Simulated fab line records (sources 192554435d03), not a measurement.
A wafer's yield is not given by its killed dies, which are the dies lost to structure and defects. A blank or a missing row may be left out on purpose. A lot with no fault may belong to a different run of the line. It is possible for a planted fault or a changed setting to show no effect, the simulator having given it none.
Split-lot trial + flow n5_finfet + 21 wafers read across 7 lots, on a route 1938 steps long

## THE SPLIT
At N5_BEOL_M0_CUTY_COAT_51 (resist thk 150 nm), the setting spin_rpm was moved away from the recipe's 1500 rpm on 7 of the 21 wafers read, by +5.3% to +6.9%. For the rest of the wafers, this setting stayed at what the recipe calls for.

## FROM THE SPLIT TO THE READING: what the file shows between them, 3 steps
- N5_BEOL_M0_CUTY_EBR_52
- N5_BEOL_M0_CUTY_SOFTBAKE_53: time 60 s
- N5_BEOL_M0_CUTY_DESCUM_61: chemistry O2, time 7.9 s

## THE READING
CAR-ArF-block_of_BEOL_M0_CUTY_COAT_51.thk_nm (the simulator's own value, which no gauge read), in nm, at N5_BEOL_M0_CUTY_ETCH_62 (etches SiARC in CF4, time 58.5 s). No usual value for it is given in the file. The 14 wafers here that ran the recipe average 118.6 nm, standard deviation 0.44 nm.

| wafer  | tool, chamber at the split | spin_rpm as run, rpm | against the recipe | CAR-ArF-block_of_BEOL_M0_CUTY_COAT_51.thk_nm, nm | against lot-mates on the recipe |
|--------|----------------------------|----------------------|--------------------|--------------------------------------------------|---------------------------------|
| L079.2 | litho_track-01, 0          | 1580                 | +5.3%              | 114                                              | -4.2                            |
| L079.3 | litho_track-01, 0          | 1580                 | +5.3%              | 114.2                                            | -4.0                            |
| L079.4 | litho_track-01, 0          | 1500                 | recipe             | 118.2                                            | -                               |
| L084.2 | litho_track-04, 0          | 1500                 | recipe             | 119                                              | -                               |
| L084.3 | litho_track-04, 0          | 1593                 | +6.2%              | 114.4                                            | -4.5                            |
| L084.5 | litho_track-04, 0          | 1500                 | recipe             | 118.8                                            | -                               |
| L089.3 | litho_track-04, 0          | 1581                 | +5.4%              | 115.4                                            | -3.8                            |
| L089.5 | litho_track-04, 0          | 1500                 | recipe             | 119.2                                            | -                               |
| L089.6 | litho_track-04, 0          | 1581                 | +5.4%              | 115.2                                            | -4.0                            |
| L093.1 | litho_track-01, 0          | 1500                 | recipe             | 117.6                                            | -                               |
| L093.4 | litho_track-01, 0          | 1603                 | +6.9%              | 113.2                                            | -4.4                            |
| L093.6 | litho_track-01, 0          | 1603                 | +6.9%              | 112.8                                            | -4.8                            |
| L092.1 | litho_track-02, 0          | 1500                 | recipe             | 118.6                                            | -                               |
| L092.5 | litho_track-02, 0          | 1500                 | recipe             | 118.6                                            | -                               |
| L092.2 | litho_track-02, 0          | 1500                 | recipe             | 118.8                                            | -                               |
| L096.2 | litho_track-04, 0          | 1500                 | recipe             | 119.2                                            | -                               |
| L096.3 | litho_track-04, 0          | 1500                 | recipe             | 118.4                                            | -                               |
| L096.5 | litho_track-04, 0          | 1500                 | recipe             | 119                                              | -                               |
| L097.1 | litho_track-02, 0          | 1500                 | recipe             | 118.6                                            | -                               |
| L097.4 | litho_track-02, 0          | 1500                 | recipe             | 118                                              | -                               |
| L097.6 | litho_track-02, 0          | 1500                 | recipe             | 118.8                                            | -                               |

THE FIT
A straight line over all 21 wafers: CAR-ArF-block_of_BEOL_M0_CUTY_COAT_51.thk_nm changes by -0.759 nm for each +1% of spin_rpm; r = -0.97; the points scatter about the line by 0.52 nm.
The same after taking each lot's own level away (the mean of its wafers on the recipe; 21 wafers): -0.712 nm for each +1%; r = -0.99; scatter 0.25 nm.
According to that fit, moving spin_rpm by its largest amount changes the reading by 4.9 nm.
Across the lots, their own levels run from 117.60 to 119.20 nm, a range of 3.6 times the standard deviation given above.
The two slopes agree, so the slope changes little with the lot-to-lot level.
Check: for one of the wafers moved furthest among these (+6.9%), held out of the fit, the line's prediction against its lot-mates is -5.02 nm. Against them it came out at -4.4 nm.

## ADDITIONAL SPLITS CARRIED BY THESE WAFERS
These wafers also went through other splits before the reading. Each is held against what the fit with the lots' levels taken away leaves over:
| other split on the same wafers            | wafers away from the commonest value | r with CAR-ArF-block_of_BEOL_M0_CUTY_COAT_51.thk_nm (lot level and that fit taken away) |
|-------------------------------------------|--------------------------------------|-----------------------------------------------------------------------------------------|
| N5_MOL_CONTACT_COAG_EXPOSE_05 dose_mj     | 10                                   | -0.10                                                                                   |
| N5_MOL_CONTACT_COAG_ETCH_91 time_s        | 6                                    | -0.06                                                                                   |
| N5_BEOL_M0_SAQP_SPACER1_ALD_98 ald_cycles | 4                                    | +0.26                                                                                   |

## THE WHOLE CHAIN: every reading that the file lists as answering this split, in the file's order
| step                    | what it does                     | reading                                                                                       | change (the file's fit)               | r (the file's) |
|-------------------------|----------------------------------|-----------------------------------------------------------------------------------------------|---------------------------------------|----------------|
| N5_BEOL_M0_CUTY_COAT_51 | resist thk 150 nm                | CAR-ArF-block_of_BEOL_M0_CUTY_COAT_51.thk_nm (the simulator's own value, which no gauge read) | -0.732 nm for each +1% of the setting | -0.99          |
| N5_BEOL_M0_CUTY_ETCH_62 | etches SiARC in CF4, time 58.5 s | CAR-ArF-block_of_BEOL_M0_CUTY_COAT_51.thk_nm (the simulator's own value, which no gauge read) | -0.715 nm for each +1% of the setting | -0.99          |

## THE FILE'S OWN FIT
CAR-ArF-block_of_BEOL_M0_CUTY_COAT_51.thk_nm changes by -0.715 nm for each +1% of spin_rpm, r = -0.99.
